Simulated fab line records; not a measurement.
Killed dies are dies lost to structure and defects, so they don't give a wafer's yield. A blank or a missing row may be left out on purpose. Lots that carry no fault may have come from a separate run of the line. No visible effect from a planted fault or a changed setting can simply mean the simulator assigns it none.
fab line records	flow n5_finfet
[record] lots = 6	wafers = 17	last_day = 17
route steps=1938 shown BEOL_M0_SAQP@661 BEOL_M4@1111
lots with no fault: from the same line, run without faults
start_h: start of the lot's first displayed wafer, in hours after the record's first day	wait_h: hours since the lot's step before	" unchanged from the row above	L1.1+2: several wafers, shown together as one row	- no value present, or no start provided	* or withheld: withheld	< > ~ a bound
route shown NAME@n: NAME is a module with steps in the file, n the number in the route of the first one	usual: mean/standard deviation of fault-free wafers	same: alike in all rows	chamber/n: place in a boat	sites: the reading at each site	_std_site: the values' standard deviation	_edge_site: mean of outer sites minus mean of inner sites	radius_mm: for every site, how far away it sits from the centre of the wafer	mask NAME#n: copy n	behind: tool/chamber where the wafer was last shaped	hold: what put the lot on hold/how long, in hours/how the hold closed	device: whichever transistor did not switch (one of n, p or np)	end of line: at the end of the route, the tests of the same wafers	where a step has no rows: the recipe by itself	killed: at the first sort, the dies lost to defects and structure; wafer yield is something else	map: a wafer's dies, x killed, . not, _ none there
set.NAME: the setting that was run; set.NAME@STEP: the one run at that earlier step	model.NAME: the simulator's own value behind a step, which no gauge read
lots at some steps of the route; a table a step, a row a wafer
services: from which hour (start_h, from the record's first day; less than 0 if before it) a tool's chamber was out of use, for how many hours, and why
[[steps]]
[step N5_BEOL_M0_SAQP_SRD_93]
[recipe] dry = ipa_marangoni	time_s = 30	temp_c = 23	rinse_liquid = diw
[step N5_BEOL_M0_SAQP_RECESS_114]
[recipe] chemistry = HF/NH3	target = SiO2	target_depth_a = 144	afs_cycles = 3	temp_c = 30	sublimation_temp_c = 180	sublimation_time_s = 60
[usual] drypump_motor_current_A = 5.7/0.36
lot.wafer	tool	chamber	start_h	wait_h	drypump_motor_current_A
L646.3	vapor_etch-02	0	150.48	0.1	6.0
L646.5	"	1	"	"	5.5
L650.1	vapor_etch-01	1	174.85	0.0	5.3
L650.3	"	0	"	"	6.1
L650.6	"	0	"	"	6.1
L651.1	vapor_etch-01	0	180.90	0.0	6.1
L651.4	"	1	"	"	5.3
L651.5	"	1	"	"	5.3
L653.2	vapor_etch-01	0	193.90	0.0	6.1
L653.3	"	0	"	"	6.1
L653.6	"	0	"	"	6.1
L661.1	vapor_etch-02	0	239.54	0.0	6.0
L661.2	"	1	"	"	5.5
L661.3	"	1	"	"	5.5
L662.1	vapor_etch-01	0	247.18	0.0	6.1
L662.3	"	1	"	"	5.3
L662.5	"	0	"	"	6.1
[step N5_BEOL_M0_SAQP_SPACER1_ALD_98]
[recipe] material = SiO2	target_thk_a = 128	temp_c = 300	ald_precursor_family = BDEAS	ald_co_reactant = O2-plasma	pulse_time_s = 1	purge_time_s = 2	co_reactant_purge_time_s = 2	ald_cycles = 138	pressure_torr = 2
[usual] heater_power_w = 469/42	precursor_pulse_height_rel = 1.003/0.02
[same] pulse_time_s = 1
lot.wafer	tool	chamber	start_h	wait_h	heater_power_w	precursor_pulse_height_rel
L646.3	ald_sin-02	1	150.75	0.1	452	1.022
L646.5	"	0	"	"	471	1.018
L650.1	ald_sin-03	3	175.71	0.7	410	1.020
L650.3	"	2	"	"	481	1.002
L650.6	"	1	"	"	579	1.039
L651.1	ald_sin-01	0	182.66	1.6	468	0.972
L651.4	"	2	"	"	476	1.018
L651.5	"	2	"	"	468	0.963
L653.2	ald_sin-01	3	194.28	0.3	513	1.013
L653.3	"	2	"	"	468	1.045
L653.6	"	3	"	"	509	0.999
L661.1	ald_sin-01	3	239.92	0.3	518	0.991
L661.2	"	1	"	"	414	0.980
L661.3	"	2	"	"	477	1.004
L662.1	ald_sin-02	3	247.57	0.3	484	1.005
L662.3	"	2	"	"	472	1.012
L662.5	"	1	"	"	452	1.031
[step N5_BEOL_M0_SAQP_SPACER1_ETCHBACK_99]
[recipe] chemistry = CHF3/O2	mode = anisotropic_etchback	target = SiO2	target_depth_a = 154	time_s = 7.7	pressure_mtorr = 30	source_w = 650	bias_w = 170	Ar_flow_sccm = 200	CHF3_flow_sccm = 50	O2_flow_sccm = 5	ion_energy_ev = 200
[step N5_BEOL_M0_SAQP_MANDREL1_REMOVE_100]
[recipe] chemistry = HBr/Cl2/O2	bt_time_s = 10	target = a-Si	stop_on = SiNx	endpoint = OES-SiCl	over_etch_frac = 0.85	icp_w = 600	bias_w = 30	HBr_flow_sccm = 150	Cl2_flow_sccm = 80	O2_flow_sccm = 5	pressure_mtorr = 10
[step N5_BEOL_M0_SAQP_CD_MEAS_25]
[recipe] target_cd_nm = 13.1	landing_energy_ev = 1000	detector = se_inlens
[usual] cd_nm = 12.84/0.23
lot.wafer	tool	chamber	start_h	wait_h	cd_nm
L646.3	cd_sem-01	0	151.42	0.1	13.08
L646.5	"	0	"	"	12.54
L650.1	cd_sem-01	0	176.38	0.1	12.48
L650.3	"	0	"	"	12.92
L650.6	"	0	"	"	12.65
L651.1	cd_sem-02	0	183.44	0.1	13.08
L651.4	"	0	"	"	12.70
L651.5	"	0	"	"	12.83
L653.2	cd_sem-03	0	194.96	0.1	13.30
L653.3	"	0	"	"	12.82
L653.6	"	0	"	"	13.41
L661.1	cd_sem-02	0	240.60	0.1	12.66
L661.2	"	0	"	"	12.96
L661.3	"	0	"	"	12.52
L662.1	cd_sem-02	0	248.29	0.1	12.97
L662.3	"	0	"	"	13.18
L662.5	"	0	"	"	13.16
[step N5_BEOL_M0_SAQP_ETCH_101]
[recipe] chemistry = CH3F/O2	target = SiNx	mask_material = SiO2	target_depth_a = 299	time_s = 42.7	pressure_mtorr = 30	source_w = 395	bias_w = 73	Ar_flow_sccm = 150	CH3F_flow_sccm = 30	O2_flow_sccm = 20	ion_energy_ev = 120
[usual] bias_w = 73.00/0.2	drypump_motor_current_A = 5.5/0.55	oes_product_au = 0.78/0.081	rf_vpp_V = 292/5.7	showerhead_plenum_p_Torr = 1.99/0.088	throttle_valve_pct = 16.47/0.25
lot.wafer	tool	chamber	start_h	wait_h	bias_w	drypump_motor_current_A	oes_product_au	rf_hours_counter_h	rf_vpp_V	showerhead_plenum_p_Torr	throttle_valve_pct
L646.3	rie_diel-03	0	151.46	0.0	73.14	6.0	0.68	202	290	2.08	16.37
L646.5	"	2	"	"	73.22	5.3	0.87	-	296	1.95	16.41
L650.1	rie_diel-03	3	176.54	0.2	72.97	6.5	0.69	230	284	1.88	16.37
L650.3	"	1	"	"	73.09	5.1	0.88	25	288	2.13	16.04
L650.6	"	2	"	"	72.82	5.3	0.85	-	295	1.95	16.42
L651.1	rie_diel-02	2	183.48	0.0	72.72	5.6	0.84	76	286	1.94	16.32
L651.4	"	1	"	"	73.34	5.4	0.69	232	283	1.98	16.89
L651.5	"	1	"	"	73.13	5.4	0.68	-	285	1.98	16.86
L653.2	rie_diel-06	1	195.00	0.0	72.90	5.4	0.80	102	291	2.11	16.29
L653.3	"	3	"	"	73.30	4.7	0.83	96	292	2.00	16.33
L653.6	"	2	"	"	73.04	4.7	0.68	-	290	1.98	16.73
L661.1	rie_diel-02	2	240.64	0.0	73.01	5.6	0.81	93	285	1.93	16.33
L661.2	"	1	"	"	72.73	5.5	0.68	249	284	1.97	16.90
L661.3	"	0	"	"	72.83	5.7	0.73	158	296	1.85	16.68
L662.1	rie_diel-03	3	248.32	0.0	72.93	6.5	0.66	260	285	1.87	16.43
L662.3	"	1	"	"	72.60	5.1	0.84	55	289	2.12	16.09
L662.5	"	1	"	"	72.63	5.0	0.83	-	289	2.12	16.08
[step N5_BEOL_M0_SAQP_ETCH_102]
[recipe] chemistry = CF4	target = SiO2	target_depth_a = 40	ion_energy_ev = 350	time_s = 4.4	pressure_mtorr = 10	icp_w = 800	bias_w = 400	cf4_flow_sccm = 80
[step N5_BEOL_M0_SAQP_MANDREL_ETCH_103]
[recipe] chemistry = HBr/Cl2	target = a-Si	target_depth_a = 450	bt_time_s = 10	stop_on = SiCN	mask_material = SiO2	over_etch_frac = 0.8	time_s = 27	pressure_mtorr = 10	icp_w = 800	bias_w = 75	HBr_flow_sccm = 150	Cl2_flow_sccm = 80	ends = end_point
[usual] bias_w = 74.99/0.24	drypump_motor_current_A = 5.8/0.44	oes_product_au = 0.674/0.015	throttle_valve_pct = 35.6/0.44
lot.wafer	tool	chamber	start_h	wait_h	bias_w	drypump_motor_current_A	oes_product_au	rf_hours_counter_h	throttle_valve_pct
L646.3	rie_si-02	3	151.60	0.0	74.95	5.8	0.655	46	34.7
L646.5	"	1	"	"	74.93	5.2	0.680	-	35.6
L650.1	rie_si-02	3	176.68	0.0	74.97	5.8	0.653	47	34.8
L650.3	"	1	"	"	74.67	5.2	0.666	87	35.6
L650.6	"	1	"	"	74.71	5.2	0.654	-	35.6
L651.1	rie_si-03	0	183.62	0.0	74.98	5.9	0.693	186	35.6
L651.4	"	3	"	"	75.07	5.6	0.693	2	36.0
L651.5	"	0	"	"	75.23	6.0	0.692	-	35.6
L653.2	rie_si-02	1	195.13	0.0	74.85	5.2	0.663	87	35.6
L653.3	"	0	"	"	75.27	6.1	0.668	0	35.6
L653.6	"	1	"	"	75.03	5.2	0.673	-	35.6
L661.1	rie_si-06	1	240.77	0.0	75.05	6.1	0.670	74	36.1
L661.2	"	2	"	"	74.68	5.6	0.658	65	35.6
L661.3	"	3	"	"	75.19	4.9	0.701	88	36.0
L662.1	rie_si-02	2	248.46	0.0	74.94	6.4	0.670	38	36.0
L662.3	"	1	"	"	74.52	5.2	0.648	88	35.6
L662.5	"	3	"	"	74.97	5.9	0.665	-	34.7
[step N5_BEOL_M0_SAQP_RECESS_104]
[recipe] chemistry = HF/NH3	target = SiO2	target_depth_a = 180	afs_cycles = 3	temp_c = 30	sublimation_temp_c = 180	sublimation_time_s = 60
[usual] drypump_motor_current_A = 5.7/0.36
lot.wafer	tool	chamber	start_h	wait_h	drypump_motor_current_A
L646.3	vapor_etch-02	0	151.80	0.2	6.0
L646.5	"	1	"	"	5.5
L650.1	vapor_etch-01	0	176.76	0.1	6.1
L650.3	"	0	"	"	6.1
L650.6	"	0	"	"	6.1
L651.1	vapor_etch-01	0	183.70	0.1	6.1
L651.4	"	1	"	"	5.3
L651.5	"	1	"	"	5.3
L653.2	vapor_etch-01	1	195.21	0.1	5.3
L653.3	"	1	"	"	5.3
L653.6	"	1	"	"	5.3
L661.1	vapor_etch-01	1	240.85	0.1	5.3
L661.2	"	0	"	"	6.1
L661.3	"	0	"	"	6.1
L662.1	vapor_etch-01	0	248.54	0.1	6.1
L662.3	"	0	"	"	6.1
L662.5	"	1	"	"	5.3
[step N5_BEOL_M0_SAQP_COAT_105]
[recipe] resist = SOC	temp_c = 250	time_s = 60	spin_rpm = 1500	resist_thk_nm = 100
[step N5_BEOL_M0_SAQP_ETCH_106]
[recipe] chemistry = N2/H2	target = SOC	target_depth_a = 1500	stop_on = SiNx	ion_energy_ev = 100	bias_w = 61	pressure_mtorr = 30	source_w = 850	n2_flow_sccm = 200	h2_flow_sccm = 200
[step N5_BEOL_M0_SAQP_ETCH_107]
[recipe] chemistry = CH3F/O2	target = SiNx	target_depth_a = 300	mask_material = SOC	pressure_mtorr = 30	source_w = 395	bias_w = 73	Ar_flow_sccm = 150	CH3F_flow_sccm = 30	O2_flow_sccm = 20	ion_energy_ev = 120
[usual] bias_w = 72.99/0.22	drypump_motor_current_A = 5.5/0.53	oes_product_au = 0.78/0.086	rf_vpp_V = 292/5.8	showerhead_plenum_p_Torr = 1.99/0.089	throttle_valve_pct = 16.45/0.25
lot.wafer	tool	chamber	start_h	wait_h	bias_w	drypump_motor_current_A	oes_product_au	rf_hours_counter_h	rf_vpp_V	showerhead_plenum_p_Torr	throttle_valve_pct	model.BEOL_M0_SAQP.feature_depth_nm
L646.3	rie_diel-06	3	152.39	0.0	72.74	4.8	0.86	84	295	2.00	16.29	31.4
L646.5	"	2	"	"	72.61	4.7	0.70	-	290	1.99	16.71	29.2
L650.1	rie_diel-06	3	177.27	0.0	73.18	4.7	0.84	93	293	2.00	16.32	30.6
L650.3	"	1	"	"	73.34	5.4	0.80	98	291	2.12	16.27	30.4
L650.6	"	3	"	"	72.76	4.7	0.84	-	292	2.00	16.30	30.6
L651.1	rie_diel-06	1	184.21	0.0	73.22	5.4	0.80	99	290	2.12	16.29	30.2
L651.4	"	0	"	"	72.76	6.2	0.71	221	302	1.89	16.82	29.6
L651.5	"	2	"	"	72.96	4.7	0.68	-	290	1.98	16.73	28.6
L653.2	rie_diel-02	2	195.89	0.0	72.63	5.6	0.83	80	286	1.94	16.33	29.4
L653.3	"	3	"	"	72.55	6.0	0.96	6	302	2.08	16.15	29.6
L653.6	"	3	"	"	72.87	6.0	0.95	-	302	2.08	16.17	29.2
L661.1	rie_diel-02	0	241.36	0.0	87.70	5.7	0.76	158	345	1.85	16.69	32
L661.2	"	3	"	"	87.89	6.0	0.97	19	351	2.07	16.18	32
L661.3	"	1	"	"	88.02	5.4	0.71	249	331	1.97	16.89	31.4
L662.1	rie_diel-02	0	249.06	0.0	87.85	5.7	0.75	161	346	1.84	16.69	31.4
L662.3	"	2	"	"	87.81	5.6	0.84	96	333	1.93	16.34	31
L662.5	"	3	"	"	88.26	6.0	0.96	-	350	2.07	16.20	31.6
[step N5_BEOL_M0_SAQP_STRIP_108]
[recipe] chemistry = N2/H2	power_w = 500	temp_c = 40	pressure_mtorr = 50	rf_frequency_hz = 6e+07	overash_fraction = 0.3	bias_power_w = 28	h2_frac = 0.5	n2_flow_sccm = 300	h2_flow_sccm = 300
[step N5_BEOL_M4_RC_MEAS_101]
[usual] DIBL_N = 36.0/1.9	DIBL_P = 35.6/2.4	IOFF_N = 0.16/0.036	IOFF_P = 0.21/0.04	ION_N = 673/14	ION_P = 460/8.9	SS_N = 71.5/0.67	SS_P = 73.2/0.73	VT_N = 249/3.6	VT_P = -250/3.7
lot.wafer	tool	chamber	start_h	wait_h	DIBL_N[mV/V]	DIBL_P[mV/V]	IOFF_N[nA/um]	IOFF_P[nA/um]	ION_N[uA/um]	ION_P[uA/um]	SS_N[mV/dec]	SS_P[mV/dec]	VT_N[mV]	VT_P[mV]
L646.3	prober-02	0	201.20	0.3	34.1	33.6	0.12	0.15	657	452	70.9	72.8	256	-255
L646.5	"	0	"	"	34.4	34.9	0.13	0.17	664	461	71.1	73.7	253	-256
L650.1	prober-01	0	227.52	0.0	35.6	33.4	0.12	0.16	649	449	71.2	72.6	251	-255
L650.3	"	0	"	"	35.7	34.0	0.12	0.16	661	451	70.8	72.4	254	-253
L650.6	"	0	"	"	38.9	38.6	0.19	0.23	686	462	71.8	73.6	248	-250
L651.1	prober-01	0	231.31	0.0	37.0	35.3	0.18	0.20	693	472	72.2	73.9	249	-252
L651.4	"	0	"	"	36.9	35.9	0.17	0.20	680	462	71.3	73.5	250	-252
L651.5	"	0	"	"	35.8	33.9	0.14	0.17	663	448	70.5	73.6	250	-255
L653.2	prober-02	0	257.48	0.2	36.8	35.3	0.15	0.17	671	450	71.5	72.8	252	-253
L653.3	"	0	"	"	38.4	39.4	0.20	0.22	686	467	72.1	74.3	248	-253
L653.6	"	0	"	"	37.7	36.5	0.18	0.19	656	439	72.6	73.3	249	-253
L661.1	prober-02	0	295.32	0.0	35.4	34.4	0.13	0.17	665	453	70.9	73.5	251	-258
L661.2	"	0	"	"	36.1	33.8	0.15	0.16	679	454	71.1	73.4	249	-256
L661.3	"	0	"	"	39.4	37.8	0.21	0.21	674	450	71.9	74.6	245	-250
L662.1	prober-02	0	310.68	0.0	34.0	34.4	0.13	0.17	649	448	71.5	72.5	251	-253
L662.3	"	0	"	"	36.0	36.3	0.16	0.20	671	458	72.0	73.4	252	-252
L662.5	"	0	"	"	36.9	38.4	0.19	0.22	675	455	72.1	73.6	245	-251
[[services]]
tool	chamber	start_h	hours	kind
ald_sin-03	0	149.07	8.7	repair
vapor_etch-01	0	149.91	6.6	repair
rie_diel-02	3	159.07	-	clean
rie_diel-02	3	159.07	-	consumable_replace:focus_ring
rie_diel-02	3	159.07	16.3	scheduled_down
rie_diel-02	3	159.07	16.3	vent_cycle
rie_si-02	0	160.57	-	clean
rie_si-02	0	160.57	24.8	scheduled_down
rie_si-02	0	160.57	24.8	vent_cycle
rie_diel-06	0	163.38	9.6	repair
ald_sin-03	-	164.77	4.3	pm
ald_sin-03	-	176.75	14.0	pm
ald_sin-03	0	176.75	14.0	vent_cycle
ald_sin-03	1	176.75	14.0	vent_cycle
vapor_etch-01	-	177.72	0.4	repair
ald_sin-01	-	199.61	1.2	repair
ald_sin-02	-	231.00	0.8	repair
rie_si-06	0	242.92	5.8	repair
rie_diel-02	1	245.26	-	clean
rie_diel-02	1	245.26	-	consumable_replace:focus_ring
rie_diel-02	1	245.26	17.8	scheduled_down
rie_diel-02	1	245.26	17.8	vent_cycle
rie_si-03	-	246.01	4.3	pm
vapor_etch-02	-	246.46	2.8	pm
[[key]]
[first_sign] step = N5_BEOL_M0_SAQP_ETCH_107	reading = bias_w	direction = up	sigmas = 69	usual = *	struck = *
[effect] step = N5_BEOL_M0_SAQP_ETCH_107	reading = rf_vpp_V	direction = up	sigmas = 8.7	usual = 292	struck = 343
[model_effect] step = N5_BEOL_M0_SAQP_ETCH_107	value = BEOL_M0_SAQP.feature_depth_nm	without = 29.57	struck = 31.57
met_at N5_BEOL_M0_SAQP_ETCH_107
struck_wafers L661.1,L661.2,L661.3,L662.1,L662.3,L662.5
onset_between 195.89 241.36
[fault] kind = process_parameter_drift	tool = rie_diel-02	chamber = -	onset_h = 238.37	steps = N5_BEOL_M0_SAQP_ETCH_107	channel = bias_w	offset = *	shape = step	end_h = 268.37	acts_in = *	stated = *
